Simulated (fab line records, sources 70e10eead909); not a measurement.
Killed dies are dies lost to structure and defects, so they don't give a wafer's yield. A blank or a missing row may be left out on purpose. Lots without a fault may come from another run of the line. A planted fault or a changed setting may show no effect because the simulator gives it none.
A struck lot beside a sound one | flow nand_harc | 13 steps out of a route of 1159
Sound: wafers L650.1, L650.3, L650.5. Struck: wafers L657.2, L657.3, L657.4. The cause comes at the end.
At each step with rows: each side's tool, then ch and its chambers, then its first start. Under that, the readings that differ: sound wafers | struck wafers | difference of the means | sigmas: that difference in standard deviations of wafers without a fault.
alike: readings whose means differ by less than 2 such deviations, and words and numbers that are the same on both sides. not compared: withheld readings, readings that some wafer has no value for, bounds like >300 that may hide the same value, and numbers for which the record gives no deviation and whose values overlap.
The two part at a step that has a row with sigmas, a row that says differs or no value, or rows on one side only. Numbers that don't overlap but have no deviation are shown without sigmas and don't part them. A reading that every wafer of one side lacks parts them only if that side has two wafers or more.

first, 2 steps without rows for these wafers: NHARC_A_STAIRCASE_TRIM_16 (chemistry O2, time 211.2 s); NHARC_A_STAIRCASE_ETCH_17 (etches the open film in C4F8/O2, target depth 100 nm, time 40.5 s).
NHARC_A_STAIRCASE_TRIM_18: chemistry O2, time 211.2 s.
  sound on rie_diel-08 ch 2,3; struck on rie_diel-02 ch 0,2,3
  alike: drypump_motor_current_A, oes_product_au, rf_vpp_V, showerhead_plenum_p_Torr, throttle_valve_pct
  not compared: rf_hours_counter_h
then, 2 steps without rows for these wafers: NHARC_A_STAIRCASE_ETCH_19 (etches the open film in C4F8/O2, target depth 100 nm, time 40.5 s); NHARC_A_STAIRCASE_TRIM_20 (chemistry O2, time 211.2 s).
NHARC_A_STAIRCASE_ETCH_21: etches the open film in C4F8/O2, target depth 100 nm, time 40.5 s.
  sound on rie_diel-02 ch 0,1; struck on rie_diel-02 ch 0,2,3
  alike: oes_product_au, rf_vpp_V
  not compared: rf_hours_counter_h
then, 1 step without rows for these wafers: NHARC_A_STAIRCASE_TRIM_22 (chemistry O2, time 211.2 s).
NHARC_A_STAIRCASE_ETCH_23: etches the open film in C4F8/O2, target depth 100 nm, time 40.5 s.
  sound on rie_diel-02 ch 0,1; struck on rie_diel-02 ch 1,2,3
  alike: oes_product_au, rf_vpp_V
  not compared: rf_hours_counter_h
NHARC_A_STAIRCASE_TRIM_24: chemistry O2, time 211.2 s.
  sound on rie_diel-02 ch 1,3; struck on rie_diel-02 ch 0,1,3
  alike: drypump_motor_current_A, oes_product_au, rf_vpp_V, showerhead_plenum_p_Torr, throttle_valve_pct
  not compared: rf_hours_counter_h
NHARC_A_STAIRCASE_ETCH_25: etches the open film in C4F8/O2, target depth 100 nm, time 40.5 s.
  sound on rie_diel-02 ch 1,3; struck on rie_diel-02 ch 0,1,3
  alike: oes_product_au, rf_vpp_V
  not compared: rf_hours_counter_h
then, 1 step without rows for these wafers: NHARC_A_STAIRCASE_TRIM_26 (chemistry O2, time 211.2 s).
NHARC_A_STAIRCASE_ETCH_27: etches the open film in C4F8/O2, target depth 100 nm, time 40.5 s.
  sound on rie_diel-02 ch 0,3, day 12 06:22; struck on rie_diel-02 ch 1,2,3, day 13 13:34
  reading               | sound             | struck            | difference | sigmas
  oes_product_au (a.u.) | 0.933 0.932 0.927 | 0.779 0.785 0.778 | -0.150     | -14
  alike: rf_vpp_V
  not compared: rf_hours_counter_h
-- the record jumps here: 8 days lie between the struck wafers' starts before and after (it left off in module A_STAIRCASE and takes up again in module END, whose first step shown is number 1159 of the route) --
NHARC_END_SORT_01:
  sound on prober-01 ch 0, day 20 15:22; struck on prober-02 ch 0, day 22 01:15
  reading         | sound    | struck                                                               | difference                   | sigmas
  hold            | - - -    | await_dispo/3.5h/scrap await_dispo/3.5h/scrap await_dispo/3.5h/scrap | no value on the sound wafers |
  killed_at_array | 24 25 21 | 671 677 676                                                          | +651                         | +66
  killed_at_other | 1 4 3    | 1 0 0                                                                | -2                           | -2
  killed_dies     | 27 32 27 | 676 677 677                                                          | +648                         | +65
  alike: killed_at_periphery, killed_open, killed_short

WHERE THEY PART
First at NHARC_A_STAIRCASE_ETCH_27; last, within this record, at NHARC_END_SORT_01.

WHY: what the simulator had put in
Process parameter drift: rie_diel-02, from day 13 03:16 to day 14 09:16, at NHARC_A_STAIRCASE_ETCH_27. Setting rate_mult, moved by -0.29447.
